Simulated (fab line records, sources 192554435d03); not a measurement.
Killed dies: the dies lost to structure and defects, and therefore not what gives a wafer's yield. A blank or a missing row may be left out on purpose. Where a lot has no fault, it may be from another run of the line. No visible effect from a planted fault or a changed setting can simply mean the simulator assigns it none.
Which tool was responsible? / flow n5Finfet / Sampling: 11 lots, 28 wafers, 2 of 1938 route steps

WHAT THE GAUGES READ, wafer by wafer
N5_BEOL_M0_INSPECT_127: inspects for defects (darkfield).
lot=L602; measured=day 7 02:13; on=defectInspect-01; rawDefectCount=60 76 31
lot=L603; measured=day 7 06:46; on=defectInspect-01; rawDefectCount=63 79
lot=L606; measured=day 7 16:48; on=defectInspect-01; rawDefectCount=104 73 65
lot=L607; measured=day 7 18:21; on=defectInspect-01; rawDefectCount=95 79 190
lot=L608; measured=day 8 12:34; on=defectInspect-01; rawDefectCount=38 38
lot=L609; measured=day 8 18:16; on=defectInspect-01; rawDefectCount=61 90 71
lot=L614; measured=day 9 13:42; on=defectInspect-01; rawDefectCount=70 90
lot=L619; measured=day 10 20:32; on=defectInspect-01; rawDefectCount=91 121
lot=L620; measured=day 11 02:43; on=defectInspect-02; rawDefectCount=30 59 77
lot=L621; measured=day 11 07:56; on=defectInspect-01; rawDefectCount=86 172 115
lot=L623; measured=day 11 15:41; on=defectInspect-01; rawDefectCount=71 66

TOOL THAT RAN EACH LOT (tool first, then ch and the chambers of the sampled wafers, then the start)
lot=L602; N5_BEOL_M0_SPUTTER_116=pvdSputter-03, day 7 00:47
lot=L603; N5_BEOL_M0_SPUTTER_116=pvdSputter-01, day 7 05:18
lot=L606; N5_BEOL_M0_SPUTTER_116=pvdSputter-03, day 7 15:17
lot=L607; N5_BEOL_M0_SPUTTER_116=pvdSputter-03, day 7 16:46
lot=L608; N5_BEOL_M0_SPUTTER_116=pvdSputter-03, day 8 11:05
lot=L609; N5_BEOL_M0_SPUTTER_116=pvdSputter-02, day 8 16:49
lot=L614; N5_BEOL_M0_SPUTTER_116=pvdSputter-03, day 9 11:58
lot=L619; N5_BEOL_M0_SPUTTER_116=pvdSputter-01, day 10 18:53
lot=L620; N5_BEOL_M0_SPUTTER_116=pvdSputter-01, day 11 01:17
lot=L621; N5_BEOL_M0_SPUTTER_116=pvdSputter-02, day 11 06:30
lot=L623; N5_BEOL_M0_SPUTTER_116=pvdSputter-02, day 11 14:14
- N5_BEOL_M0_SPUTTER_116: material Cu, target thk 4 nm, time 7.37 s.

THE ANSWER, worked out from the rows above alone
Rule: usual is defined by the lots themselves. Put in order of their means at a reading, lots are off if they are a third of the lots or fewer, leave a main group of 4 or more, and stand apart from it by a gap of 3 or more times the standard deviation of the main group's means; of several such gaps the widest counts. Not used: any main group whose means are identical at the precision the tables above print for the reading. Also off: a lot with no number at a reading for which 4 or more lots have one. All remaining lots with rows at the step are treated as sound.
No lot is off at any reading shown: from this, nothing can be told.

WHAT THE SIMULATOR PUT IN
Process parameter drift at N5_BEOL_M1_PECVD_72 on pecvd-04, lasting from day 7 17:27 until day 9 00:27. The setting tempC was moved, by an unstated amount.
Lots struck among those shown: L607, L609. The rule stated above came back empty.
